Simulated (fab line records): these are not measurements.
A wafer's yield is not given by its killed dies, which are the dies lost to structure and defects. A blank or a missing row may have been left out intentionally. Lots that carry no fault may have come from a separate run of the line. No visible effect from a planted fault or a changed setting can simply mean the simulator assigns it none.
fab line records | flow n5_finfet
[record] lots = 10 | wafers = 30 | last_day = 19
route steps=1938 shown BEOL_M11@1559 BEOL_M12@1612 PASSIVATION@1936
lots that met no fault: taken from a fault-free run of the same line
start_h: the number of hours between the record's first day and the start of the first shown wafer of the lot | wait_h: time in hours since the lot's previous step | " same as the row above | L1.1+2: a single row standing in for several wafers | - no value, or no start given | * or withheld: withheld | < > ~ a bound
route shown NAME@n: a module of which the file shows steps, and the number in the route of the first | usual: mean/standard deviation of fault-free wafers | same: alike in all rows | chamber/n: place in a boat | sites: each site's reading | _std_site: standard deviation of those values | _edge_site: outer sites' mean less inner sites' | radius_mm: how far each site lies from the wafer's centre | mask NAME#n: copy n | behind: the tool/chamber that last shaped the wafer | hold: why the lot was held/for how many hours/how that ended | device: the n, p or np transistor that did not switch | end of line: the same wafers' tests at the end of the route | a step with no rows: only its recipe | killed: at the first sort, the dies lost to defects and structure; wafer yield is something else | map: the dies of a wafer, with x for killed, . for not killed, _ for no die there
set.NAME: setting as actually run; set.NAME@STEP: the setting as run at that earlier step | model.NAME: the simulator's own value behind a step, which no gauge read
one table for each step of the route and one row for each wafer, over a sample of lots
services: when a tool's chamber went out of use (start_h, in hours from the record's first day, below 0 if earlier), for how many hours, and the reason
[[steps]]
[step N5_BEOL_M11_CD_MEAS_18]
[recipe] pitch_nm = 140 | target_cd_nm = 70
[usual] cd_nm = 70.1/0.48
lot.wafer | tool      | chamber | start_h | wait_h | cd_nm
L822.4    | cd_sem-02 | -       | 283.43  | 0.1    | 69.6
L822.5    | "         | -       | "       | "      | 69.9
L822.6    | "         | -       | "       | "      | 70.1
L823.1    | cd_sem-02 | -       | 284.77  | 0.0    | 69.9
L823.2    | "         | -       | "       | "      | 69.9
L823.6    | "         | -       | "       | "      | 69.5
L826.2    | cd_sem-01 | -       | 292.07  | 0.1    | 71.0
L826.5    | "         | -       | "       | "      | 70.6
L826.6    | "         | -       | "       | "      | 71.3
L828.2    | cd_sem-01 | -       | 320.24  | 0.1    | 70.0
L828.5    | "         | -       | "       | "      | 70.1
L828.6    | "         | -       | "       | "      | 70.2
L839.2    | cd_sem-03 | -       | 396.91  | 0.1    | 69.8
L839.3    | "         | -       | "       | "      | 69.5
L839.5    | "         | -       | "       | "      | 70.0
L835.2    | cd_sem-01 | -       | 399.16  | 0.1    | 70.0
L835.4    | "         | -       | "       | "      | 70.1
L835.6    | "         | -       | "       | "      | 70.0
L836.2    | cd_sem-01 | -       | 406.78  | 0.1    | 70.3
L836.4    | "         | -       | "       | "      | 70.4
L836.6    | "         | -       | "       | "      | 70.5
L837.3    | cd_sem-03 | -       | 411.07  | 0.1    | 70.3
L837.4    | "         | -       | "       | "      | 70.3
L837.5    | "         | -       | "       | "      | 70.4
L840.1    | cd_sem-02 | -       | 411.57  | 0.0    | 69.6
L840.4    | "         | -       | "       | "      | 69.3
L840.5    | "         | -       | "       | "      | 69.9
L842.1    | cd_sem-01 | -       | 415.34  | 0.0    | 69.0
L842.4    | "         | -       | "       | "      | 70.3
L842.6    | "         | -       | "       | "      | 69.7
[step N5_BEOL_M11_PRE_CLEAN_55]
[recipe] gas = NH3 | time_s = 15 | temp_c = withheld | rf_power_w = 300
[usual] rf_fwd_power_W = 294.8/2
lot.wafer | tool     | chamber | start_h | wait_h | rf_fwd_power_W
L822.4    | pecvd-01 | 0       | 288.18  | 0.0    | 296.4
L822.5    | "        | 2       | "       | "      | 296.4
L822.6    | "        | 1       | "       | "      | 293.1
L823.1    | pecvd-01 | 1       | 290.75  | 0.0    | 293.5
L823.2    | "        | 0       | "       | "      | 297.6
L823.6    | "        | 1       | "       | "      | 293.3
L826.2    | pecvd-01 | 2       | 299.32  | 0.0    | 296.3
L826.5    | "        | 2       | "       | "      | 296.6
L826.6    | "        | 1       | "       | "      | 292.9
L828.2    | pecvd-01 | 0       | 325.13  | 0.0    | 296.7
L828.5    | "        | 0       | "       | "      | 297.4
L828.6    | "        | 1       | "       | "      | 293.1
L839.2    | pecvd-01 | 2       | 400.22  | 0.0    | 298.2
L839.3    | "        | 1       | "       | "      | 291.7
L839.5    | "        | 1       | "       | "      | 291.2
L835.2    | pecvd-01 | 0       | 405.03  | 0.0    | 296.7
L835.4    | "        | 1       | "       | "      | 291.4
L835.6    | "        | 0       | "       | "      | 294.5
L836.2    | pecvd-01 | 1       | 414.01  | 0.0    | 293.1
L836.4    | "        | 0       | "       | "      | 296.8
L836.6    | "        | 1       | "       | "      | 292.0
L837.3    | pecvd-01 | 0       | 415.26  | 0.0    | 295.2
L837.4    | "        | 0       | "       | "      | 295.3
L837.5    | "        | 1       | "       | "      | 292.5
L840.1    | pecvd-02 | 2       | 417.60  | 0.0    | 292.0
L840.4    | "        | 2       | "       | "      | 293.4
L840.5    | "        | 0       | "       | "      | 293.8
L842.1    | pecvd-01 | 1       | 418.89  | 0.0    | 293.5
L842.4    | "        | 1       | "       | "      | 294.6
L842.6    | "        | 0       | "       | "      | 296.7
[step N5_BEOL_M11_INSPECT_58]
[recipe] inspect_instrument = darkfield | mode = post_dep
[usual] raw_defect_count = 67/21
lot.wafer | tool              | chamber | start_h | wait_h | raw_defect_count
L822.4    | defect_inspect-02 | -       | 288.29  | 0.0    | 124
L822.5    | "                 | -       | "       | "      | 30
L822.6    | "                 | -       | "       | "      | 52
L823.1    | defect_inspect-01 | -       | 290.87  | 0.0    | 112
L823.2    | "                 | -       | "       | "      | 86
L823.6    | "                 | -       | "       | "      | 38
L826.2    | defect_inspect-01 | -       | 299.44  | 0.0    | 62
L826.5    | "                 | -       | "       | "      | 50
L826.6    | "                 | -       | "       | "      | 638
L828.2    | defect_inspect-01 | -       | 325.25  | 0.0    | 39
L828.5    | "                 | -       | "       | "      | 55
L828.6    | "                 | -       | "       | "      | 581
L839.2    | defect_inspect-02 | -       | 400.34  | 0.0    | 64
L839.3    | "                 | -       | "       | "      | 60
L839.5    | "                 | -       | "       | "      | 42
L835.2    | defect_inspect-01 | -       | 405.14  | 0.0    | 85
L835.4    | "                 | -       | "       | "      | 57
L835.6    | "                 | -       | "       | "      | 63
L836.2    | defect_inspect-01 | -       | 414.12  | 0.0    | 59
L836.4    | "                 | -       | "       | "      | 37
L836.6    | "                 | -       | "       | "      | 59
L837.3    | defect_inspect-01 | -       | 415.37  | 0.0    | 75
L837.4    | "                 | -       | "       | "      | 82
L837.5    | "                 | -       | "       | "      | 60
L840.1    | defect_inspect-02 | -       | 417.71  | 0.0    | 69
L840.4    | "                 | -       | "       | "      | 48
L840.5    | "                 | -       | "       | "      | 123
L842.1    | defect_inspect-02 | -       | 419.00  | 0.0    | 65
L842.4    | "                 | -       | "       | "      | 82
L842.6    | "                 | -       | "       | "      | 101
[step N5_BEOL_M12_CD_MEAS_10]
[recipe] target_cd_nm = 140 | landing_energy_ev = 500 | detector = se_inlens | polarity = opening
[usual] cd_nm = 140.3/1.3
lot.wafer | tool      | chamber | start_h | wait_h | cd_nm
L822.4    | cd_sem-01 | 0       | 288.76  | -      | 139.9
L822.5    | "         | 0       | "       | "      | 140.0
L822.6    | "         | 0       | "       | "      | 139.6
L823.1    | cd_sem-02 | 0       | 291.48  | -      | 139.2
L823.2    | "         | 0       | "       | "      | 139.6
L823.6    | "         | 0       | "       | "      | 140.7
L826.2    | cd_sem-02 | 0       | 299.91  | -      | 140.1
L826.5    | "         | 0       | "       | "      | 139.6
L826.6    | "         | 0       | "       | "      | 140.3
L828.2    | cd_sem-03 | 0       | 325.84  | -      | 140.7
L828.5    | "         | 0       | "       | "      | 140.4
L828.6    | "         | 0       | "       | "      | 140.4
L839.2    | cd_sem-01 | 0       | 400.81  | -      | 140.4
L839.3    | "         | 0       | "       | "      | 140.2
L839.5    | "         | 0       | "       | "      | 139.8
L835.2    | cd_sem-03 | 0       | 405.74  | -      | 139.1
L835.4    | "         | 0       | "       | "      | 137.4
L835.6    | "         | 0       | "       | "      | 138.2
L836.2    | cd_sem-01 | 0       | 414.59  | -      | 138.0
L836.4    | "         | 0       | "       | "      | 137.8
L836.6    | "         | 0       | "       | "      | 138.9
L837.3    | cd_sem-03 | 0       | 415.97  | -      | 140.0
L837.4    | "         | 0       | "       | "      | 139.6
L837.5    | "         | 0       | "       | "      | 140.9
L840.1    | cd_sem-01 | 0       | 418.18  | -      | 139.4
L840.4    | "         | 0       | "       | "      | 140.2
L840.5    | "         | 0       | "       | "      | 140.2
L842.1    | cd_sem-03 | 0       | 419.60  | -      | 139.8
L842.4    | "         | 0       | "       | "      | 142.3
L842.6    | "         | 0       | "       | "      | 141.1
[step N5_BEOL_M12_INSPECT_12]
[recipe] mode = adi | inspect_instrument = macro
[usual] raw_defect_count = 1.8/1.4
lot.wafer | tool              | chamber | start_h | wait_h | raw_defect_count
L822.4    | defect_inspect-01 | -       | 288.81  | 0.0    | 4
L822.5    | "                 | -       | "       | "      | 0
L822.6    | "                 | -       | "       | "      | 0
L823.1    | defect_inspect-01 | -       | 291.53  | 0.0    | 2
L823.2    | "                 | -       | "       | "      | 1
L823.6    | "                 | -       | "       | "      | 3
L826.2    | defect_inspect-01 | -       | 299.96  | 0.0    | 4
L826.5    | "                 | -       | "       | "      | 1
L826.6    | "                 | -       | "       | "      | >300
L828.2    | defect_inspect-02 | -       | 325.90  | 0.0    | 0
L828.5    | "                 | -       | "       | "      | 2
L828.6    | "                 | -       | "       | "      | >300
L839.2    | defect_inspect-01 | -       | 400.86  | 0.0    | 1
L839.3    | "                 | -       | "       | "      | 0
L839.5    | "                 | -       | "       | "      | 3
L835.2    | defect_inspect-01 | -       | 405.79  | 0.0    | 2
L835.4    | "                 | -       | "       | "      | 3
L835.6    | "                 | -       | "       | "      | 2
L836.2    | defect_inspect-02 | -       | 414.65  | 0.0    | 1
L836.4    | "                 | -       | "       | "      | 2
L836.6    | "                 | -       | "       | "      | 0
L837.3    | defect_inspect-01 | -       | 416.02  | 0.0    | 5
L837.4    | "                 | -       | "       | "      | 1
L837.5    | "                 | -       | "       | "      | 3
L840.1    | defect_inspect-01 | -       | 418.24  | 0.0    | 1
L840.4    | "                 | -       | "       | "      | 2
L840.5    | "                 | -       | "       | "      | 1
L842.1    | defect_inspect-01 | -       | 419.65  | 0.0    | 3
L842.4    | "                 | -       | "       | "      | 7
L842.6    | "                 | -       | "       | "      | 3
[step N5_BEOL_M12_VIA_ETCH_16]
[recipe] chemistry = C4F8/O2/Ar | target = SiOC | pressure_mtorr = 30 | source_w = 3000 | bias_w = 700 | Ar_flow_sccm = 400 | C4F8_flow_sccm = 15 | O2_flow_sccm = 8 | he_inner_torr = 15 | he_outer_torr = 30 | target_depth_a = 7248 | time_s = withheld | ion_energy_ev = 250 | ends = cleared
[usual] O2_flow_sccm = 7.997/0.023 | drypump_motor_current_A = 5.53/0.22 | mfc_ar_sccm = 400.1/1.3 | oes_product_au = 0.70/0.077 | rf_fwd_power_W = 2992/8.8 | rf_vpp_V = 665/3.3 | showerhead_plenum_p_Torr = 3.40/0.11 | throttle_valve_pct = 24.18/0.22
lot.wafer | tool        | chamber | start_h | wait_h | O2_flow_sccm | drypump_motor_current_A | mfc_ar_sccm | oes_product_au | rf_fwd_power_W | rf_vpp_V | showerhead_plenum_p_Torr | throttle_valve_pct
L822.4    | rie_diel-06 | 0       | 289.02  | 0.1    | 7.999        | 5.52                    | 399.3       | 0.64           | 2982           | 660      | 3.25                     | 24.42
L822.5    | "           | 3       | "       | "      | 7.960        | 5.29                    | 401.1       | 0.68           | 2988           | 666      | 3.41                     | 24.36
L822.6    | "           | 1       | "       | "      | 7.982        | 5.85                    | 400.1       | 0.69           | 2997           | 666      | 3.44                     | 23.87
L823.1    | rie_diel-05 | 3       | 291.74  | 0.0    | 7.972        | 5.60                    | 402.8       | 0.77           | 2994           | 666      | 3.46                     | 24.11
L823.2    | "           | 1       | "       | "      | 7.971        | 5.55                    | 400.4       | 0.80           | 2994           | 668      | 3.47                     | 24.13
L823.6    | "           | 0       | "       | "      | 7.984        | 5.11                    | 398.8       | 0.65           | 3003           | 668      | 3.51                     | 24.55
L826.2    | rie_diel-05 | 2       | 300.08  | 0.0    | 7.963        | 5.91                    | 399.6       | 0.62           | 3000           | 664      | 3.38                     | 24.11
L826.5    | "           | 1       | "       | "      | 7.993        | 5.59                    | 400.5       | 0.80           | 2992           | 668      | 3.47                     | 24.14
L826.6    | "           | 2       | "       | "      | 7.978        | 5.92                    | 401.5       | 0.63           | 3007           | 665      | 3.38                     | 24.11
L828.2    | rie_diel-03 | 3       | 326.02  | 0.0    | 7.990        | 5.28                    | 397.9       | 0.72           | 2989           | 666      | 3.43                     | 24.46
L828.5    | "           | 3       | "       | "      | 8.043        | 5.27                    | 399.3       | 0.72           | 2995           | 666      | 3.43                     | 24.48
L828.6    | "           | 1       | "       | "      | 7.983        | 5.48                    | 401.3       | 0.74           | 2990           | 666      | 3.44                     | 23.85
L839.2    | rie_diel-03 | 1       | 400.98  | 0.0    | 7.985        | 5.49                    | 400.6       | 0.72           | 2975           | 665      | 3.43                     | 23.87
L839.3    | "           | 2       | "       | "      | 7.968        | 5.61                    | 399.9       | 0.63           | 2987           | 658      | 3.12                     | 24.29
L839.5    | "           | 1       | "       | "      | 7.972        | 5.44                    | 401.4       | 0.73           | 2992           | 666      | 3.43                     | 23.87
L835.2    | rie_diel-06 | 1       | 405.91  | 0.0    | 8.048        | 5.88                    | 400.0       | 0.65           | 3012           | 665      | 3.42                     | 23.93
L835.4    | "           | 0       | "       | "      | 8.022        | 5.56                    | 400.5       | 0.85           | 2982           | 671      | 3.63                     | 24.16
L835.6    | "           | 1       | "       | "      | 8.034        | 5.85                    | 397.8       | 0.65           | 2992           | 667      | 3.42                     | 23.92
L836.2    | rie_diel-06 | 1       | 414.77  | 0.0    | 7.952        | 5.86                    | 397.3       | 0.64           | 2973           | 666      | 3.42                     | 23.93
L836.4    | "           | 0       | "       | "      | 7.992        | 5.55                    | 398.7       | 0.85           | 2987           | 672      | 3.63                     | 24.16
L836.6    | "           | 0       | "       | "      | 7.994        | 5.52                    | 399.7       | 0.84           | 2987           | 671      | 3.63                     | 24.18
L837.3    | rie_diel-03 | 0       | 416.57  | 0.0    | 7.992        | 5.46                    | 400.3       | 0.62           | 2997           | 665      | 3.38                     | 24.23
L837.4    | "           | 2       | "       | "      | 7.971        | 5.61                    | 398.3       | 0.63           | 2980           | 657      | 3.12                     | 24.31
L837.5    | "           | 1       | "       | "      | 7.987        | 5.45                    | 400.1       | 0.72           | 2998           | 664      | 3.43                     | 23.88
L840.1    | rie_diel-06 | 3       | 418.59  | 0.0    | 8.009        | 5.34                    | 400.9       | 0.65           | 2992           | 665      | 3.39                     | 24.43
L840.4    | "           | 0       | "       | "      | 8.041        | 5.56                    | 400.3       | 0.83           | 3003           | 671      | 3.62                     | 24.18
L840.5    | "           | 3       | "       | "      | 8.012        | 5.35                    | 398.5       | 0.65           | 2988           | 665      | 3.39                     | 24.41
L842.1    | rie_diel-06 | 0       | 420.27  | 0.0    | 8.018        | 5.56                    | 400.2       | 0.84           | 2986           | 670      | 3.62                     | 24.19
L842.4    | "           | 3       | "       | "      | 7.975        | 5.35                    | 401.2       | 0.64           | 2988           | 665      | 3.39                     | 24.41
L842.6    | "           | 0       | "       | "      | 8.016        | 5.51                    | 401.5       | 0.83           | 2985           | 672      | 3.62                     | 24.17
[step N5_PASSIVATION_PROBE_49]
[usual] defect_limited_yield = 90.9/1.3 | killed_at_M0_to_M3 = 36/11 | killed_at_M4_up = 13/5.1 | killed_at_contacts = 14/4.9 | killed_at_front_end = 41/10 | killed_at_other = 3.4/2.6 | killed_dies = 107/16 | killed_open = 70/11 | killed_short = 36/7.8 | sort_bin_5_function = 5.4/0.84 | sort_bin_6_memory = 3.4/0.67 | sort_bin_8_speed = 0.00/0.0099 | sort_n_pass = 1073/16 | sort_yield_pct = 90.9/1.3
[same] gross_dies = 1180 | killed_at_back_side = 0 | sort_bin_4_leakage[%] = 0
lot.wafer | tool      | chamber | start_h | wait_h | defect_limited_yield[%] | killed_at_M0_to_M3 | killed_at_M4_up | killed_at_contacts | killed_at_front_end | killed_at_other | killed_dies | killed_open | killed_short | sort_bin_5_function[%] | sort_bin_6_memory[%] | sort_bin_8_speed[%] | sort_n_pass | sort_yield_pct[%]
L826.2    | prober-01 | -       | 341.57  | 0.1    | 90.9                    | 23                 | 14              | 11                 | 49                  | 10              | 107         | 63          | 44           | 4.9                    | 3.6                  | 0                   | 1073        | 90.9
L826.5    | prober-01 | -       | 341.72  | 0.2    | 91.5                    | 30                 | 10              | 13                 | 35                  | 12              | 100         | 73          | 27           | 5.5                    | 2.5                  | 0                   | 1080        | 91.5
L826.6    | prober-01 | -       | 341.77  | 0.3    | 80.8                    | 37                 | 136             | 5                  | 43                  | 5               | 226         | 60          | 41           | 12.4                   | 4.4                  | 0                   | 954         | 80.8
L828.2    | prober-01 | -       | 363.81  | 0.1    | 90.4                    | 23                 | 20              | 13                 | 53                  | 4               | 113         | 63          | 46           | 6.2                    | 3.1                  | 0                   | 1067        | 90.4
L828.5    | prober-01 | -       | 363.96  | 0.2    | 91.6                    | 27                 | 14              | 14                 | 42                  | 2               | 99          | 66          | 32           | 5.1                    | 3.1                  | 0                   | 1081        | 91.6
L828.6    | prober-01 | -       | 364.01  | 0.3    | 82.0                    | 23                 | 133             | 11                 | 43                  | 2               | 212         | 56          | 28           | 11.0                   | 4.4                  | 0                   | 968         | 82.0
// killed by level:class
L826.2 STI_FIN_REVEAL:geometric_particle:open=16 BEOL_M0_SAQP:geometric_particle:open=9 MOL_CONTACT_COAG:geometric_particle:open=6 BEOL_M0_SAQP:geometric_particle:short=6 MIM_TOP:geometric_particle:short=6 FIN_SAQP:geometric_particle:short=5 MOL_CONTACT_COAG:geometric_particle:short=5 BEOL_M4:geometric_particle:open=4
L826.5 MOL_CONTACT_COAG:geometric_particle:open=12 BEOL_M3:geometric_particle:open=10 STI_FIN_REVEAL:geometric_particle:open=9 STARTING-WAFER:geometric_particle:open=7 DUMMY_GATE:geometric_particle:open=5 BEOL_M0_SAQP:geometric_particle:short=5 BEOL_M0_SAQP:geometric_particle:open=5 DUMMY_GATE:geometric_particle:short=4
L826.6 BEOL_M11:unspecified=125 FIN_SAQP:geometric_particle:short=11 FIN_SAQP:geometric_particle:open=9 BEOL_M0_SAQP:geometric_particle:short=7 BEOL_M2:geometric_particle:open=6 GATE_CUT:geometric_particle:open=5 MOL_CONTACT_COAG:geometric_particle:open=5 BEOL_M0_SAQP:geometric_particle:open=5
L828.2 STI_FIN_REVEAL:geometric_particle:open=21 MOL_CONTACT_COAG:geometric_particle:open=10 BEOL_M4:geometric_particle:open=10 BEOL_M2:geometric_particle:short=7 FIN_SAQP:geometric_particle:short=6 GATE_CUT:geometric_particle:short=6 STI_FIN_REVEAL:geometric_particle:short=5 BEOL_M3:geometric_particle:open=5
L828.5 BEOL_M3:geometric_particle:open=12 MOL_CONTACT_COAG:geometric_particle:open=10 FIN_SAQP:geometric_particle:open=8 FIN_SAQP:geometric_particle:short=8 DUMMY_GATE:geometric_particle:open=6 BEOL_M4:geometric_particle:open=6 STI_FIN_REVEAL:geometric_particle:open=4 GATE_CUT:geometric_particle:short=4
L828.6 BEOL_M11:unspecified=127 FIN_SAQP:geometric_particle:open=10 STI_FIN_REVEAL:geometric_particle:open=10 MOL_CONTACT_COAG:geometric_particle:open=10 BEOL_M3:geometric_particle:short=9 FIN_SAQP:geometric_particle:short=4 BEOL_M3:geometric_particle:open=4 BEOL_M1:geometric_particle:open=4
[[services]]
tool        | chamber | start_h | hours | kind
pecvd-01    | 1       | 276.93  | 5.8   | repair
rie_diel-06 | 2       | 285.04  | 20.5  | repair
rie_diel-03 | 1       | 290.99  | 9.8   | repair
rie_diel-05 | 0       | 297.70  | 19.9  | repair
rie_diel-06 | 0       | 300.01  | 1.3   | repair
rie_diel-06 | 3       | 303.75  | 16.3  | repair
rie_diel-06 | 2       | 311.68  | 4.3   | repair
rie_diel-06 | -       | 315.30  | 0.9   | repair
pecvd-01    | 1       | 338.02  | 2.1   | scheduled_down
rie_diel-05 | 1       | 340.08  | 4.4   | repair
rie_diel-05 | 2       | 342.03  | 3.2   | repair
rie_diel-06 | 0       | 358.73  | -     | clean
rie_diel-06 | 0       | 358.73  | -     | consumable_replace:focus_ring
rie_diel-06 | 0       | 358.73  | -     | consumable_replace:showerhead
rie_diel-06 | 0       | 358.73  | 18.1  | scheduled_down
rie_diel-06 | 0       | 358.73  | 18.1  | vent_cycle
rie_diel-03 | 1       | 369.64  | 16.3  | repair
pecvd-01    | 2       | 373.13  | 10.6  | repair
rie_diel-06 | 2       | 376.91  | -     | clean
rie_diel-06 | 2       | 376.91  | -     | consumable_replace:focus_ring
pecvd-02    | 0       | 381.77  | 2.6   | repair
rie_diel-05 | 1       | 387.25  | 21.5  | repair
rie_diel-06 | 3       | 398.74  | 2.8   | repair
rie_diel-03 | 3       | 417.16  | 6.7   | repair
[[key]]
[first_sign] step = N5_BEOL_M11_INSPECT_58 | reading = raw_defect_count | direction = up | sigmas = 25 | usual = 67 | struck = 610
[effect] step = N5_BEOL_M12_INSPECT_12 | reading = raw_defect_count | direction = up | sigmas = 99+ | usual = 1.8 | struck = >300
[effect] step = N5_PASSIVATION_PROBE_49 | reading = killed_at_M4_up | direction = up | sigmas = 24 | usual = 13 | struck = 134
[more_kills_born_at] N5_BEOL_M11_PRE_CLEAN_55@pecvd-01 = 252
met_at N5_BEOL_M11_PRE_CLEAN_55
struck_lots L826,L828
struck_wafers L826.6,L828.6
not_acting_at N5_BEOL_M11_CD_MEAS_18,N5_BEOL_M12_CD_MEAS_10,N5_BEOL_M12_VIA_ETCH_16
onset_between 290.75 299.32
[fault] kind = chamber_particle_source | tool = pecvd-01 | chamber = 1 | onset_h = 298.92 | steps = N5_BEOL_M11_PRE_CLEAN_55 | rate_per_visit_cm2 = 0.83207 | end_h = 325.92
